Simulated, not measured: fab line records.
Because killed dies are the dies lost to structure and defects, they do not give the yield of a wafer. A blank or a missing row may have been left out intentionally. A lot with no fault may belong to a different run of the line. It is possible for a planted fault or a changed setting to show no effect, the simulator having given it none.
Matching of chambers / flow n5_finfet / 3 sister chambers for N5_PASSIVATION_PECVD_00 on pecvd-04
The step deposits SiO2 from SiH4/N2O, target thk 200 nm, time 11.2 s. 14 wafers are shown with their chamber, then 7 later ones without.

WAFERS WITH THEIR CHAMBER
wafer=L076.1; chamber=0; throttle_valve_pct (%)=52.4; heater_power_w (W)=535; showerhead_plenum_p_Torr (Torr)=8.23
wafer=L076.4; chamber=2; throttle_valve_pct (%)=46.7; heater_power_w (W)=821; showerhead_plenum_p_Torr (Torr)=8.14
wafer=L076.6; chamber=1; throttle_valve_pct (%)=50.3; heater_power_w (W)=542; showerhead_plenum_p_Torr (Torr)=8.17
wafer=L074.2; chamber=2; throttle_valve_pct (%)=46.7; heater_power_w (W)=734; showerhead_plenum_p_Torr (Torr)=8.14
wafer=L074.3; chamber=1; throttle_valve_pct (%)=50.5; heater_power_w (W)=474; showerhead_plenum_p_Torr (Torr)=8.15
wafer=L074.6; chamber=2; throttle_valve_pct (%)=46.9; heater_power_w (W)=741; showerhead_plenum_p_Torr (Torr)=8.16
wafer=L075.2; chamber=2; throttle_valve_pct (%)=46.9; heater_power_w (W)=795; showerhead_plenum_p_Torr (Torr)=8.14
wafer=L075.5; chamber=0; throttle_valve_pct (%)=52.2; heater_power_w (W)=482; showerhead_plenum_p_Torr (Torr)=8.22
wafer=L075.6; chamber=2; throttle_valve_pct (%)=46.8; heater_power_w (W)=830; showerhead_plenum_p_Torr (Torr)=8.12
wafer=L084.3; chamber=1; throttle_valve_pct (%)=50.6; heater_power_w (W)=516; showerhead_plenum_p_Torr (Torr)=8.15
wafer=L084.4; chamber=2; throttle_valve_pct (%)=46.9; heater_power_w (W)=828; showerhead_plenum_p_Torr (Torr)=8.15
wafer=L084.5; chamber=1; throttle_valve_pct (%)=50.4; heater_power_w (W)=518; showerhead_plenum_p_Torr (Torr)=8.15
wafer=L086.1; chamber=0; throttle_valve_pct (%)=52.0; heater_power_w (W)=573; showerhead_plenum_p_Torr (Torr)=8.25
wafer=L086.2; chamber=2; throttle_valve_pct (%)=47.0; heater_power_w (W)=850; showerhead_plenum_p_Torr (Torr)=8.14

SIGNATURES (means of the wafers above)
reading=throttle_valve_pct; chamber 0=52.200; chamber 1=50.450; chamber 2=46.843; scatter within a chamber=0.137
reading=heater_power_w; chamber 0=530.00; chamber 1=512.50; chamber 2=799.86; scatter within a chamber=41.6
reading=showerhead_plenum_p_Torr; chamber 0=8.2333; chamber 1=8.1550; chamber 2=8.1414; scatter within a chamber=0.0123
Rule: a wafer's distance from a chamber is the root of the sum, over the readings, of the square of ((its reading less the chamber's mean) divided by the reading's scatter). The wafer belongs to the nearest chamber; if the next one is less than 2 further off, it can't be placed. The scatter is the square root of a quotient: the sum, over the shown wafers, of each reading's squared deviation from its chamber's mean, divided by wafers minus chambers.

WAFERS WHOSE CHAMBER IS MISSING
wafer=L086.5; throttle_valve_pct (%)=50.2; heater_power_w (W)=572; showerhead_plenum_p_Torr (Torr)=8.15
wafer=L090.3; throttle_valve_pct (%)=47.1; heater_power_w (W)=683; showerhead_plenum_p_Torr (Torr)=8.13
wafer=L090.4; throttle_valve_pct (%)=50.4; heater_power_w (W)=535; showerhead_plenum_p_Torr (Torr)=8.16
wafer=L090.6; throttle_valve_pct (%)=47.2; heater_power_w (W)=680; showerhead_plenum_p_Torr (Torr)=8.15
wafer=L094.1; throttle_valve_pct (%)=50.2; heater_power_w (W)=467; showerhead_plenum_p_Torr (Torr)=8.16
wafer=L094.4; throttle_valve_pct (%)=47.2; heater_power_w (W)=757; showerhead_plenum_p_Torr (Torr)=8.16
wafer=L094.6; throttle_valve_pct (%)=50.3; heater_power_w (W)=476; showerhead_plenum_p_Torr (Torr)=8.15

EACH ONE'S CHAMBER
wafer=L086.5; from the rows above=1; in truth=1
wafer=L090.3; from the rows above=2; in truth=2
wafer=L090.4; from the rows above=1; in truth=1
wafer=L090.6; from the rows above=2; in truth=2
wafer=L094.1; from the rows above=1; in truth=1
wafer=L094.4; from the rows above=2; in truth=2
wafer=L094.6; from the rows above=1; in truth=1
7 of 7 placed correctly. From these rows, 0 cannot be placed. Number placed wrongly: 0.
